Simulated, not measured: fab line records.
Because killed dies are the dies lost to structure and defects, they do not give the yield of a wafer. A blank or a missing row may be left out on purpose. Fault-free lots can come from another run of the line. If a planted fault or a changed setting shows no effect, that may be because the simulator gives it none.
Split-lot trial :: flow n5 finfet :: on a route of 1938 steps: 7 lots, 21 wafers read

THE SPLIT ITSELF
At N5_BEOL_M10_ETCH_41 (etches SiCN in CH3F/O2, target depth 42.6 nm, time 86 s), the setting source w was moved away from the recipe's 395 W on 8 of the 21 wafers read, by -13.5% to +14.4%. For the rest of the wafers, this setting stayed at what the recipe calls for.

The reading comes from the split's own step.

THE READING
rf vpp V, in V, at N5_BEOL_M10_ETCH_41 (etches SiCN in CH3F/O2, target depth 42.6 nm, time 86 s). A value of 297.6 V with a standard deviation of 1.5 V is what fault-free wafers of this fab line usually give.

wafer: L077.2
tool, chamber at the split: rie diel-01, 1
source w as run, W: 395
against the recipe: recipe
rf vpp V, V: 298.9
against lot-mates on the recipe: -

wafer: L077.4
tool, chamber at the split: rie diel-01, 3
source w as run, W: 395
against the recipe: recipe
rf vpp V, V: 295.6
against lot-mates on the recipe: -

wafer: L077.6
tool, chamber at the split: rie diel-01, 1
source w as run, W: 395
against the recipe: recipe
rf vpp V, V: 300.0
against lot-mates on the recipe: -

wafer: L081.2
tool, chamber at the split: rie diel-01, 1
source w as run, W: 395
against the recipe: recipe
rf vpp V, V: 297.5
against lot-mates on the recipe: -

wafer: L081.5
tool, chamber at the split: rie diel-01, 1
source w as run, W: 395
against the recipe: recipe
rf vpp V, V: 298.3
against lot-mates on the recipe: -

wafer: L081.6
tool, chamber at the split: rie diel-01, 0
source w as run, W: 395
against the recipe: recipe
rf vpp V, V: 295.9
against lot-mates on the recipe: -

wafer: L082.4
tool, chamber at the split: rie diel-03, 1
source w as run, W: 395
against the recipe: recipe
rf vpp V, V: 296.9
against lot-mates on the recipe: -

wafer: L082.5
tool, chamber at the split: rie diel-03, 1
source w as run, W: 436.9
against the recipe: +10.6%
rf vpp V, V: 286.7
against lot-mates on the recipe: -10.2

wafer: L082.6
tool, chamber at the split: rie diel-03, 0
source w as run, W: 436.9
against the recipe: +10.6%
rf vpp V, V: 288.9
against lot-mates on the recipe: -8.0

wafer: L087.1
tool, chamber at the split: rie diel-05, 0
source w as run, W: 427.7
against the recipe: +8.3%
rf vpp V, V: 291.8
against lot-mates on the recipe: -5.7

wafer: L087.4
tool, chamber at the split: rie diel-05, 1
source w as run, W: 427.7
against the recipe: +8.3%
rf vpp V, V: 289.9
against lot-mates on the recipe: -7.6

wafer: L087.6
tool, chamber at the split: rie diel-05, 1
source w as run, W: 395
against the recipe: recipe
rf vpp V, V: 297.5
against lot-mates on the recipe: -

wafer: L086.1
tool, chamber at the split: rie diel-05, 2
source w as run, W: 395
against the recipe: recipe
rf vpp V, V: 298.2
against lot-mates on the recipe: -

wafer: L086.3
tool, chamber at the split: rie diel-05, 3
source w as run, W: 341.5
against the recipe: -13.5%
rf vpp V, V: 310.5
against lot-mates on the recipe: +13.2

wafer: L086.6
tool, chamber at the split: rie diel-05, 2
source w as run, W: 395
against the recipe: recipe
rf vpp V, V: 296.4
against lot-mates on the recipe: -

wafer: L090.2
tool, chamber at the split: rie diel-03, 2
source w as run, W: 395
against the recipe: recipe
rf vpp V, V: 296.4
against lot-mates on the recipe: -

wafer: L090.3
tool, chamber at the split: rie diel-03, 0
source w as run, W: 395
against the recipe: recipe
rf vpp V, V: 301.3
against lot-mates on the recipe: -

wafer: L090.6
tool, chamber at the split: rie diel-03, 1
source w as run, W: 368.7
against the recipe: -6.7%
rf vpp V, V: 302.9
against lot-mates on the recipe: +4.0

wafer: L095.1
tool, chamber at the split: rie diel-05, 3
source w as run, W: 395
against the recipe: recipe
rf vpp V, V: 296.2
against lot-mates on the recipe: -

wafer: L095.3
tool, chamber at the split: rie diel-05, 0
source w as run, W: 452
against the recipe: +14.4%
rf vpp V, V: 285.9
against lot-mates on the recipe: -10.3

wafer: L095.4
tool, chamber at the split: rie diel-05, 0
source w as run, W: 452
against the recipe: +14.4%
rf vpp V, V: 285.5
against lot-mates on the recipe: -10.7

THE FIT
A straight line over all 21 wafers: rf vpp V changes by -0.872 V for each +1% of source w; r = -0.97; the points scatter about the line by 1.5 V.
The same after taking each lot's own level away (the mean of its wafers on the recipe; 21 wafers): -0.812 V for each +1%; r = -0.97; scatter 1.5 V.
According to that fit, moving source w by its largest amount changes the reading by 12 V.
Across the lots, their own levels run from 296.20 to 298.85 V, a range of 1.8 times the standard deviation given above.
Hence the lot-to-lot level has little effect on the slope; both slopes agree.
Check: with one of the wafers moved furthest among these (+14.4%) left out of the fit, the line predicts -12 V for it against its lot-mates. It came out at -10.3 V against them.
Tool readings at the split's step, against how far the setting was moved: rf vpp V r = -0.97.

OTHER SPLITS APPLIED TO THESE WAFERS
Other splits were also applied to these wafers ahead of the reading. Each is held against what the fit with the lots' levels taken away leaves over:
other split on the same wafers: N5_BEOL_M7_VIA_ETCH_34 time s
wafers away from the commonest value: 7
r with rf vpp V (lot level and that fit taken away): -0.16

other split on the same wafers: N5_BEOL_M7_TRENCH_ETCH_37 bias w
wafers away from the commonest value: 9
r with rf vpp V (lot level and that fit taken away): +0.47

other split on the same wafers: N5_BEOL_M8_DESCUM_33 time s
wafers away from the commonest value: 11
r with rf vpp V (lot level and that fit taken away): -0.53

other split on the same wafers: N5_BEOL_M8_ETCH_65 source w
wafers away from the commonest value: 6
r with rf vpp V (lot level and that fit taken away): -0.23

other split on the same wafers: N5_BEOL_M10_VIA_ETCH_34 time s
wafers away from the commonest value: 7
r with rf vpp V (lot level and that fit taken away): -0.10

THE WHOLE CHAIN: every reading that the file lists as answering this split, in the file's order
step: N5_BEOL_M10_ETCH_41
what it does: etches SiCN in CH3F/O2, target depth 42.6 nm, time 86 s
reading: rf vpp V
change (the file's fit): -0.825 V for each +1% of the setting
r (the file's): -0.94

step: N5_BEOL_M10_ETCH_41
what it does: etches SiCN in CH3F/O2, target depth 42.6 nm, time 86 s
reading: etch.depth nm (the simulator's own value, which no gauge read)
change (the file's fit): +0.116 nm for each +1% of the setting
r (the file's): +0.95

THE FILE'S OWN FIT
rf vpp V changes by -0.825 V for each +1% of source w, r = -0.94.
